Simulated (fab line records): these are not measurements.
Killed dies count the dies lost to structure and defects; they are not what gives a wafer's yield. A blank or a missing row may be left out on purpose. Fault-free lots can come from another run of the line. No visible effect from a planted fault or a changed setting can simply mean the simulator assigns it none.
Chamber matching	flow nand_harc	NHARC_P_GATE_ALD_36 on ald_sin-01: 4 sister chambers
The step deposits SiNx, target thk 20 nm, pulse time 60 s, ald cycles 223. 4 wafers are shown with their chamber, then 8 later ones without.

## WAFERS WITH THEIR CHAMBER
wafer	chamber	heater_power_w (W)
L074.2	0	796
L083.6	1	823
L089.2	2	713
L090.1	3	771

## WAFERS WITH NO CHAMBER GIVEN
wafer	heater_power_w (W)
L090.2	819
L090.5	775
L093.1	839
L093.4	732
L093.6	846
L096.4	739
L096.2	770
L096.6	829

## WHICH CHAMBER EACH ONE RAN IN
wafer	from the rows above	in truth
L090.2	can't be placed: 1 or 0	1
L090.5	can't be placed: 3 or 0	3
L093.1	can't be placed: 1 or 0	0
L093.4	can't be placed: 2 or 3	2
L093.6	can't be placed: 1 or 0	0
L096.4	can't be placed: 2 or 3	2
L096.2	can't be placed: 3 or 0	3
L096.6	can't be placed: 1 or 0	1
0 of 8 placed correctly. Cannot be placed on the basis of these rows: 8; the candidates contain the true chamber in 8. Placed wrongly: 0.
How it was worked out, from the rows above alone: a wafer's distance from a chamber is the root of the sum, over the readings, of the square of ((its reading less the chamber's mean) divided by the reading's scatter). If the next closest chamber is less than 2 further off than the closest, the wafer can't be placed; otherwise it belongs to the closest. Each chamber's mean is taken over the wafers shown for it. The scatter: with one shown wafer a chamber, the root of the mean of the squares of how far each hidden wafer lies from its nearest shown one.
